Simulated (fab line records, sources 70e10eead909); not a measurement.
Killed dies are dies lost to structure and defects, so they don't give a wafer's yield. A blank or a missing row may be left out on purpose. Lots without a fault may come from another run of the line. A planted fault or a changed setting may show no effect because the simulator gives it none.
Which tool did it? | flow nand_harc | 24 lots, 72 wafers sampled, at 1 step of a route of 1302

WHAT THE GAUGES READ, wafer by wafer
NHARC_A_SLIT_INSPECT_11.
lot  | measured     | on                | raw_defect_count
L074 | day 20 03:05 | defect_inspect-02 | 82 63 63
L075 | day 20 07:22 | defect_inspect-02 | 109 127 113
L077 | day 20 21:34 | defect_inspect-01 | 12 26 18
L079 | day 20 23:07 | defect_inspect-02 | 114 99 103
L078 | day 21 00:22 | defect_inspect-01 | 23 26 26
L076 | day 21 01:22 | defect_inspect-01 | 121 90 120
L080 | day 21 19:38 | defect_inspect-02 | 70 84 64
L082 | day 22 11:20 | defect_inspect-02 | 119 118 123
L081 | day 23 00:34 | defect_inspect-02 | 38 35 29
L083 | day 23 12:12 | defect_inspect-02 | 77 81 72
L084 | day 23 19:59 | defect_inspect-01 | 34 42 39
L086 | day 24 04:11 | defect_inspect-01 | 28 17 25
L085 | day 24 04:20 | defect_inspect-01 | 44 43 41
L087 | day 25 00:20 | defect_inspect-02 | 16 11 14
L088 | day 25 17:47 | defect_inspect-01 | 76 91 77
L089 | day 25 21:40 | defect_inspect-02 | 17 15 22
L090 | day 26 14:31 | defect_inspect-02 | 93 94 93
L091 | day 27 00:04 | defect_inspect-02 | 25 26 27
L092 | day 27 00:17 | defect_inspect-01 | 54 54 57
L093 | day 27 14:42 | defect_inspect-01 | 67 60 65
L094 | day 27 15:16 | defect_inspect-01 | 22 19 18
L096 | day 28 17:24 | defect_inspect-01 | 52 68 64
L095 | day 29 12:07 | defect_inspect-02 | 36 23 26
L097 | day 30 01:39 | defect_inspect-01 | 39 39 33

WHICH TOOL RAN EACH LOT (tool, then ch and the chambers of the sampled wafers, then the start)
The record holds no process step before these readings.

WHAT THE TOOLS THEMSELVES READ (means of the sampled wafers that have a number; where no wafer has one, the mark that the record gives instead)
The record holds no such reading with a usual standard deviation.

THE ANSWER, worked out from the rows above alone
Rule: what is usual is taken from the lots themselves. Put in order of their means at a reading, lots are off if they are a third of the lots or fewer, leave a main group of 4 or more, and stand apart from it by a gap of 3 or more times the standard deviation of the main group's means; of several such gaps the widest counts. A main group whose means are all the same, to the digits that the tables above print for the reading, isn't used. A lot without any number at a reading at which 4 lots or more have one is off too. The other lots that the step has rows for count as sound. The gauges are gone through in route order, then the tools' own readings, and for those a lot's mean is taken as printed above. The first step at which some lot is off is used, and at that step the reading that is off furthest; a lot without a number counts as furthest.
No lot is off at any reading shown: from this, nothing can be told.

WHAT THE SIMULATOR HAD PUT IN
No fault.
